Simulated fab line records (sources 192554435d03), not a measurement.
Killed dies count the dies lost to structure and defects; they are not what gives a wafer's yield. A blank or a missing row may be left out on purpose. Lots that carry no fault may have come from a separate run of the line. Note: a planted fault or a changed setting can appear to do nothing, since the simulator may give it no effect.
Chamber matching / flow n5_finfet / N5_BEOL_M0_SAQP_ILD_DEP_01 on pecvd-01 has 3 sister chambers
The step deposits SiOC from DEMS/O2, target thk 45.419 nm, time 8.7 s. 24 wafers are shown with their chamber, then 12 later ones without.

== WAFERS PAIRED WITH THEIR CHAMBERS ==
wafer=L075.3; chamber=0; showerhead_plenum_p_Torr (Torr)=5.649; throttle_valve_pct (%)=12.1; heater_power_w (W)=419
wafer=L075.4; chamber=1; showerhead_plenum_p_Torr (Torr)=5.715; throttle_valve_pct (%)=12.7; heater_power_w (W)=600
wafer=L075.5; chamber=0; showerhead_plenum_p_Torr (Torr)=5.656; throttle_valve_pct (%)=12.1; heater_power_w (W)=428
wafer=L076.2; chamber=1; showerhead_plenum_p_Torr (Torr)=5.735; throttle_valve_pct (%)=12.3; heater_power_w (W)=587
wafer=L076.4; chamber=2; showerhead_plenum_p_Torr (Torr)=5.670; throttle_valve_pct (%)=11.5; heater_power_w (W)=484
wafer=L076.5; chamber=1; showerhead_plenum_p_Torr (Torr)=5.723; throttle_valve_pct (%)=12.7; heater_power_w (W)=594
wafer=L077.1; chamber=1; showerhead_plenum_p_Torr (Torr)=5.722; throttle_valve_pct (%)=12.7; heater_power_w (W)=587
wafer=L077.3; chamber=0; showerhead_plenum_p_Torr (Torr)=5.654; throttle_valve_pct (%)=12.2; heater_power_w (W)=512
wafer=L077.5; chamber=0; showerhead_plenum_p_Torr (Torr)=5.652; throttle_valve_pct (%)=12.0; heater_power_w (W)=507
wafer=L079.2; chamber=2; showerhead_plenum_p_Torr (Torr)=5.659; throttle_valve_pct (%)=11.6; heater_power_w (W)=493
wafer=L079.3; chamber=1; showerhead_plenum_p_Torr (Torr)=5.724; throttle_valve_pct (%)=12.5; heater_power_w (W)=596
wafer=L079.6; chamber=0; showerhead_plenum_p_Torr (Torr)=5.678; throttle_valve_pct (%)=12.1; heater_power_w (W)=445
wafer=L080.2; chamber=1; showerhead_plenum_p_Torr (Torr)=5.727; throttle_valve_pct (%)=12.7; heater_power_w (W)=505
wafer=L080.3; chamber=2; showerhead_plenum_p_Torr (Torr)=5.662; throttle_valve_pct (%)=11.4; heater_power_w (W)=455
wafer=L080.5; chamber=1; showerhead_plenum_p_Torr (Torr)=5.716; throttle_valve_pct (%)=12.4; heater_power_w (W)=534
wafer=L082.1; chamber=2; showerhead_plenum_p_Torr (Torr)=5.659; throttle_valve_pct (%)=11.1; heater_power_w (W)=466
wafer=L082.4; chamber=1; showerhead_plenum_p_Torr (Torr)=5.728; throttle_valve_pct (%)=12.7; heater_power_w (W)=545
wafer=L082.6; chamber=2; showerhead_plenum_p_Torr (Torr)=5.661; throttle_valve_pct (%)=11.5; heater_power_w (W)=483
wafer=L085.3; chamber=1; showerhead_plenum_p_Torr (Torr)=5.720; throttle_valve_pct (%)=12.6; heater_power_w (W)=525
wafer=L085.4; chamber=0; showerhead_plenum_p_Torr (Torr)=5.660; throttle_valve_pct (%)=12.6; heater_power_w (W)=457
wafer=L085.6; chamber=1; showerhead_plenum_p_Torr (Torr)=5.733; throttle_valve_pct (%)=12.6; heater_power_w (W)=508
wafer=L089.1; chamber=0; showerhead_plenum_p_Torr (Torr)=5.669; throttle_valve_pct (%)=12.2; heater_power_w (W)=511
wafer=L089.3; chamber=2; showerhead_plenum_p_Torr (Torr)=5.667; throttle_valve_pct (%)=11.4; heater_power_w (W)=537
wafer=L089.4; chamber=1; showerhead_plenum_p_Torr (Torr)=5.723; throttle_valve_pct (%)=12.5; heater_power_w (W)=527

SIGNATURES (means of the wafers above)
reading=showerhead_plenum_p_Torr; chamber 0=5.65971; chamber 1=5.72418; chamber 2=5.66300; scatter within a chamber=0.00736
reading=throttle_valve_pct; chamber 0=12.186; chamber 1=12.582; chamber 2=11.417; scatter within a chamber=0.165
reading=heater_power_w; chamber 0=468.43; chamber 1=555.27; chamber 2=486.33; scatter within a chamber=36.6
Rule: distance of a wafer from a chamber = root of the sum over the readings of ((wafer's reading minus chamber's mean) / reading's scatter) squared. If the next closest chamber is less than 2 further off than the closest, the wafer can't be placed; otherwise it belongs to the closest. The scatter: the root of (the sum of the squares of (reading less its chamber's mean) over the shown wafers, divided by (wafers less chambers)).

== WAFERS WITH NO CHAMBER GIVEN ==
wafer=L090.1; showerhead_plenum_p_Torr (Torr)=5.666; throttle_valve_pct (%)=12.1; heater_power_w (W)=490
wafer=L090.2; showerhead_plenum_p_Torr (Torr)=5.713; throttle_valve_pct (%)=12.6; heater_power_w (W)=601
wafer=L090.6; showerhead_plenum_p_Torr (Torr)=5.663; throttle_valve_pct (%)=11.3; heater_power_w (W)=519
wafer=L091.1; showerhead_plenum_p_Torr (Torr)=5.660; throttle_valve_pct (%)=11.6; heater_power_w (W)=503
wafer=L091.2; showerhead_plenum_p_Torr (Torr)=5.709; throttle_valve_pct (%)=12.2; heater_power_w (W)=581
wafer=L091.3; showerhead_plenum_p_Torr (Torr)=5.663; throttle_valve_pct (%)=11.9; heater_power_w (W)=517
wafer=L093.1; showerhead_plenum_p_Torr (Torr)=5.657; throttle_valve_pct (%)=11.3; heater_power_w (W)=540
wafer=L093.2; showerhead_plenum_p_Torr (Torr)=5.650; throttle_valve_pct (%)=12.0; heater_power_w (W)=463
wafer=L093.6; showerhead_plenum_p_Torr (Torr)=5.659; throttle_valve_pct (%)=12.3; heater_power_w (W)=461
wafer=L094.1; showerhead_plenum_p_Torr (Torr)=5.659; throttle_valve_pct (%)=12.3; heater_power_w (W)=502
wafer=L094.2; showerhead_plenum_p_Torr (Torr)=5.648; throttle_valve_pct (%)=11.2; heater_power_w (W)=441
wafer=L094.6; showerhead_plenum_p_Torr (Torr)=5.736; throttle_valve_pct (%)=12.6; heater_power_w (W)=499

== THE CHAMBER EACH PASSED THROUGH ==
wafer=L090.1; from the rows above=0; in truth=0
wafer=L090.2; from the rows above=1; in truth=1
wafer=L090.6; from the rows above=2; in truth=2
wafer=L091.1; from the rows above=2; in truth=2
wafer=L091.2; from the rows above=1; in truth=1
wafer=L091.3; from the rows above=can't be placed: 0 or 2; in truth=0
wafer=L093.1; from the rows above=2; in truth=2
wafer=L093.2; from the rows above=0; in truth=0
wafer=L093.6; from the rows above=0; in truth=0
wafer=L094.1; from the rows above=0; in truth=0
wafer=L094.2; from the rows above=2; in truth=2
wafer=L094.6; from the rows above=1; in truth=1
Correctly placed: 11 of 12. Cannot be placed on the basis of these rows: 1; the candidates contain the true chamber in 1. Wrongly placed: 0.
